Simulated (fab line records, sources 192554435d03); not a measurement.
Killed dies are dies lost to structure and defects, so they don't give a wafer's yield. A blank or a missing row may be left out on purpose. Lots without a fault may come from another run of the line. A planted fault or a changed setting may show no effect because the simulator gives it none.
Which tool did it? | flow n5_finfet | 10 lots, 30 wafers sampled, at 4 steps of a route of 1938

WHAT THE GAUGES READ, wafer by wafer
N5_PASSIVATION_CD_MEAS_44: target cd 40000 nm.
lot  | measured     | on        | cd_nm (nm)
L392 | day 12 13:05 | cd_sem-03 | 39999 40004 40000
L393 | day 12 13:39 | cd_sem-03 | 39998 40002 39999
L394 | day 12 23:59 | cd_sem-01 | 40001 40007 40007
L395 | day 13 06:18 | cd_sem-03 | 40003 40004 39998
L397 | day 13 23:13 | cd_sem-03 | 39999 40002 40002
L404 | day 16 01:19 | cd_sem-03 | 39967 39969 39967
L401 | day 16 01:54 | cd_sem-01 | 39964 39967 39965
L408 | day 16 16:29 | cd_sem-02 | 39994 39996 39997
L410 | day 17 19:37 | cd_sem-03 | 39998 39999 39997
L413 | day 18 03:49 | cd_sem-03 | 40001 40000 40000

N5_PASSIVATION_INSPECT_67: inspects for defects (macro).
lot  | measured     | on                | raw_defect_count
L392 | day 12 13:08 | defect_inspect-02 | 1 2 2
L393 | day 12 13:42 | defect_inspect-02 | 3 1 1
L394 | day 13 00:02 | defect_inspect-01 | 2 0 2
L395 | day 13 06:21 | defect_inspect-02 | 4 1 1
L397 | day 13 23:17 | defect_inspect-01 | 2 3 3
L404 | day 16 01:22 | defect_inspect-01 | 2 1 3
L401 | day 16 01:58 | defect_inspect-02 | 1 2 2
L408 | day 16 16:32 | defect_inspect-02 | 2 2 2
L410 | day 17 19:40 | defect_inspect-02 | 3 0 1
L413 | day 18 03:52 | defect_inspect-01 | 2 4 1

WHICH TOOL RAN EACH LOT (tool, then ch and the chambers of the sampled wafers, then the start)
lot  | N5_PASSIVATION_ETCH_15                        | N5_PASSIVATION_EXPOSE_41
L392 | rie_diel-02 ch 0,1,2, day 12 12:55 or earlier | krf_scanner-02 ch 0, day 12 12:55
L393 | rie_diel-03 ch 1,2,3, day 12 13:28 or earlier | krf_scanner-02 ch 0, day 12 13:28
L394 | rie_diel-03 ch 2,3, day 12 23:48 or earlier   | krf_scanner-02 ch 0, day 12 23:48
L395 | rie_diel-06 ch 0,1,2, day 13 06:07 or earlier | krf_scanner-02 ch 0, day 13 06:07
L397 | rie_diel-02 ch 0,1,3, day 13 23:02 or earlier | krf_scanner-01 ch 0, day 13 23:02
L404 | rie_diel-03 ch 2,3, day 16 01:08 or earlier   | krf_scanner-01 ch 0, day 16 01:08
L401 | rie_diel-02 ch 0,1,2, day 16 01:44 or earlier | krf_scanner-01 ch 0, day 16 01:44
L408 | rie_diel-02 ch 1,2,3, day 16 16:19 or earlier | krf_scanner-02 ch 0, day 16 16:19
L410 | rie_diel-03 ch 0,1, day 17 19:27 or earlier   | krf_scanner-02 ch 0, day 17 19:27
L413 | rie_diel-06 ch 0,2,3, day 18 03:39 or earlier | krf_scanner-02 ch 0, day 18 03:39
- N5_PASSIVATION_ETCH_15: etches SiCN in CF4/N2, target depth 75 nm, time 81.2 s.
- N5_PASSIVATION_EXPOSE_41: exposes mask PASS OPEN, defocus 0 nm, target cd 40000 nm.

WHAT THE TOOLS THEMSELVES READ (means of the sampled wafers that have a number; where no wafer has one, the mark that the record gives instead)
N5_PASSIVATION_ETCH_15.
lot  | tool        | chamber_pressure_mTorr (mTorr) | drypump_motor_current_A (A) | oes_product_au (a.u.) | rf_vpp_V (V) | showerhead_plenum_p_Torr (Torr) | throttle_valve_pct (%)
L392 | rie_diel-02 | 40.02                          | 5.9                         | 0.71                  | 382.5        | 2.19                            | 15.52
L393 | rie_diel-03 | 40.03                          | 5.6                         | 0.86                  | 380.6        | 2.17                            | 15.34
L394 | rie_diel-03 | 40.02                          | 5.6                         | 0.78                  | 381.4        | 2.17                            | 15.49
L395 | rie_diel-06 | 40.01                          | 5.7                         | 0.74                  | 383.1        | 2.26                            | 15.59
L397 | rie_diel-02 | 39.99                          | 6.0                         | 0.89                  | 383.2        | 2.27                            | 15.09
L404 | rie_diel-03 | 40.01                          | 5.6                         | 0.76                  | 381.2        | 2.16                            | 15.52
L401 | rie_diel-02 | 40.01                          | 5.9                         | 0.78                  | 383.7        | 2.27                            | 15.41
L408 | rie_diel-02 | 39.98                          | 5.6                         | 0.78                  | 383.9        | 2.24                            | 15.35
L410 | rie_diel-03 | 39.98                          | 5.4                         | 0.82                  | 382.3        | 2.20                            | 15.36
L413 | rie_diel-06 | 40.00                          | 5.7                         | 0.78                  | 382.8        | 2.24                            | 15.49

N5_PASSIVATION_EXPOSE_41.
lot  | tool           | exposure_dose_mJ_cm2
L392 | krf_scanner-02 | 57.26
L393 | krf_scanner-02 | 57.17
L394 | krf_scanner-02 | 57.22
L395 | krf_scanner-02 | 57.27
L397 | krf_scanner-01 | 57.25
L404 | krf_scanner-01 | 51.98
L401 | krf_scanner-01 | 52.06
L408 | krf_scanner-02 | 57.23
L410 | krf_scanner-02 | 57.27
L413 | krf_scanner-02 | 57.28

THE ANSWER, worked out from the rows above alone
Rule: what is usual is taken from the lots themselves. Put in order of their means at a reading, lots are off if they are a third of the lots or fewer, leave a main group of 4 or more, and stand apart from it by a gap of 3 or more times the standard deviation of the main group's means; of several such gaps the widest counts. A main group whose means are all the same, to the digits that the tables above print for the reading, isn't used. A lot without any number at a reading at which 4 lots or more have one is off too. The other lots that the step has rows for count as sound. The gauges are gone through in route order, then the tools' own readings, and for those a lot's mean is taken as printed above. The first step at which some lot is off is used, and at that step the reading that is off furthest; a lot without a number counts as furthest.
Off: L404, L401, at N5_PASSIVATION_CD_MEAS_44 (cd_nm). The main group: mean 40000 nm, standard deviation 2.6.
A tool fits if, at a process step before that reading, it ran every lot that is off, and no sound lot after the first of them. The gauges at N5_PASSIVATION_CD_MEAS_44 aren't tried: what is off there is off at N5_PASSIVATION_EXPOSE_41 too, on other tools, and a gauge's error can't cause that. N5_PASSIVATION_ETCH_15 gives no start for some lots, so the hours and the order of its lots are those of N5_PASSIVATION_EXPOSE_41. One fits: krf_scanner-01 at N5_PASSIVATION_EXPOSE_41. Its last sound lot is L397 (day 13 23:02), its first lot that is off L404 (day 16 01:08): a fault that began between those two fits.
The tool's own readings at N5_PASSIVATION_EXPOSE_41 bear it out: on the lots that are off they differ by more than 5 times the standard deviation of the sound lots' means. exposure_dose_mJ_cm2 reads 52.02 there against 57.24 on the sound lots.

WHAT THE SIMULATOR HAD PUT IN
Process parameter drift: krf_scanner-01, from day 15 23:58 on, at N5_PASSIVATION_EXPOSE_41. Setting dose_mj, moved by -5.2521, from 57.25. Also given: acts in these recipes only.
Lots struck among those shown: L404, L401. The rule above found the same.
